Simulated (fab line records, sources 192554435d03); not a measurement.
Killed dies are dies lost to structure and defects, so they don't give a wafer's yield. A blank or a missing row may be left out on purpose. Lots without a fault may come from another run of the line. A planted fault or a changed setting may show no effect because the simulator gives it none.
A struck lot beside a sound one | flow n5_finfet | 35 steps out of a route of 1938
Sound: wafers L370.1, L370.2, L370.6. Struck: wafers L373.2, L373.3, L373.4. The cause comes at the end.
At each step with rows: each side's tool, then ch and its chambers, then its first start. Under that, the readings that differ: sound wafers | struck wafers | difference of the means | sigmas: that difference in standard deviations of wafers without a fault.
alike: readings whose means differ by less than 2 such deviations, and words and numbers that are the same on both sides. not compared: withheld readings, readings that some wafer has no value for, bounds like >300 that may hide the same value, and numbers for which the record gives no deviation and whose values overlap.
The two part at a step that has a row with sigmas, a row that says differs or no value, or rows on one side only. Numbers that don't overlap but have no deviation are shown without sigmas and don't part them. A reading that every wafer of one side lacks parts them only if that side has two wafers or more.

first, 9 steps without rows for these wafers: N5_STI_FIN_REVEAL_SRD_21 (time 30 s); N5_STI_FIN_REVEAL_OXIDATION_33 (chemistry O2 PLASMA REMOTE, time 20 s); N5_STI_FIN_REVEAL_CLEAN_19 (cleans in O3/DIW, time 120 s); N5_STI_FIN_REVEAL_SRD_23 (time 30 s); N5_STI_FIN_REVEAL_PRECLEAN_18 (cleans in SC2, time 45 s); N5_STI_FIN_REVEAL_SRD_28 (time 30 s); N5_DUMMY_GATE_PRECLEAN_00 (cleans in O3/DIW, time 60 s); N5_DUMMY_GATE_SRD_01 (time 30 s); N5_DUMMY_GATE_ALD_02 (deposits SiO2, target thk 2 nm, pulse time 1 s).
N5_DUMMY_GATE_CVD_03: deposits a-Si from SiH4, target thk 150 nm, time 8042 s.
  sound on lpcvd-02 ch 0/40,0/45,0/64, day 3 20:01; struck on lpcvd-01 ch 0/100,0/104,0/95, day 4 14:55
  reading                                     | sound             | struck            | difference | sigmas
  spike_tc_centre_C (C)                       | 531.3 531.3 531.3 | 533.2 533.2 533.2 | +1.9       | +3
  model.a-Si_of_DUMMY_GATE_CVD_03.thk_nm (nm) | 151 150.6 150.2   | 99 99.4 99        | -51        |
then, 24 steps without rows for these wafers: N5_DUMMY_GATE_PRECLEAN_46 (cleans in DIW, time 89.5 s); N5_DUMMY_GATE_SRD_47 (dry time 32 s); N5_DUMMY_GATE_CMP_04 (polishes a-Si); N5_DUMMY_GATE_HM_DEP_06 (deposits SiNx from DCS/NH3, target thk 80 nm, time 5141 s); N5_DUMMY_GATE_PECVD_30 (deposits SiO2 from TEOS/O2, target thk 55 nm, time 10.8 s); N5_DUMMY_GATE_COAT_34 (time 60 s, resist thk 60 nm); N5_DUMMY_GATE_COAT_35 (time 60 s, resist thk 10 nm); N5_DUMMY_GATE_COAT_28 (time 60 s, resist thk 10 nm); N5_DUMMY_GATE_COAT_09 (resist thk 30 nm); N5_DUMMY_GATE_EBR_11; N5_DUMMY_GATE_SOFTBAKE_10 (time 60 s); N5_DUMMY_GATE_EXPOSE_12 (exposes mask GATE, target cd 25 nm); N5_DUMMY_GATE_PEB_13 (peb time 60 s); N5_DUMMY_GATE_DEVELOP_14 (develop time 30 s); N5_DUMMY_GATE_DESCUM_20 (chemistry O2, time 6.2 s); N5_DUMMY_GATE_ETCH_29 (etches underlayer in N2/H2, target depth 13 nm); N5_DUMMY_GATE_ETCH_36 (etches SiARC in CF4, target depth 13 nm); N5_DUMMY_GATE_ETCH_37 (etches SOC in N2/H2, target depth 60 nm, overetch 30 nm); N5_DUMMY_GATE_STRIP_38 (strips in N2/H2); N5_DUMMY_GATE_STRIP_39 (strips in N2/H2); N5_DUMMY_GATE_TRIM_49 (chemistry O2, time 29 s, target cd 14 nm); N5_DUMMY_GATE_STRIP_40 (strips in CF4); N5_DUMMY_GATE_ETCH_31 (etches SiO2 in C4F6/O2, target depth 82.5 nm, time 27.5 s); N5_DUMMY_GATE_STRIP_41 (strips in O2).
-- the record jumps here: 11 days lie between the struck wafers' starts before and after (it left off in module DUMMY_GATE and takes up again in module PASSIVATION, whose first step shown is number 1936 of the route) --
N5_PASSIVATION_PROBE_49:
  sound on prober-01, day 12 15:19; struck on prober-02, day 15 09:38
  reading                  | sound          | struck         | difference | sigmas
  defect_limited_yield (%) | 91.4 93.4 91.4 | 0 0 0          | -92        | -66
  killed_at_front_end      | 43 38 40       | 1096 1112 1102 | +1063      | +89
  killed_dies              | 102 78 102     | 1180 1180 1180 | +1086      | +64
  killed_on_rim            | 18 11 19       | 152 152 152    | +136       | +34
  killed_short             | 25 24 29       | 48 41 40       | +17        | +2
  sort_bin_5_function (%)  | 5.1 3.3 5.3    | 95.1 96.1 96.0 | +91.2      | +97
  sort_n_pass              | 1078 1102 1078 | 0 0 0          | -1086      | -45
  sort_yield_pct (%)       | 91.4 93.4 91.4 | 0 0 0          | -92        | -46
  alike: killed_at_M0_to_M3, killed_at_M4_up, killed_at_contacts, killed_at_other, killed_open, sort_bin_6_memory

WHERE THEY PART
First at N5_DUMMY_GATE_CVD_03; last, within this record, at N5_PASSIVATION_PROBE_49.

WHY: what the simulator had put in
Process parameter drift: lpcvd-01, from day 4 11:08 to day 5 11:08, at N5_DUMMY_GATE_CVD_03. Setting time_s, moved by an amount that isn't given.
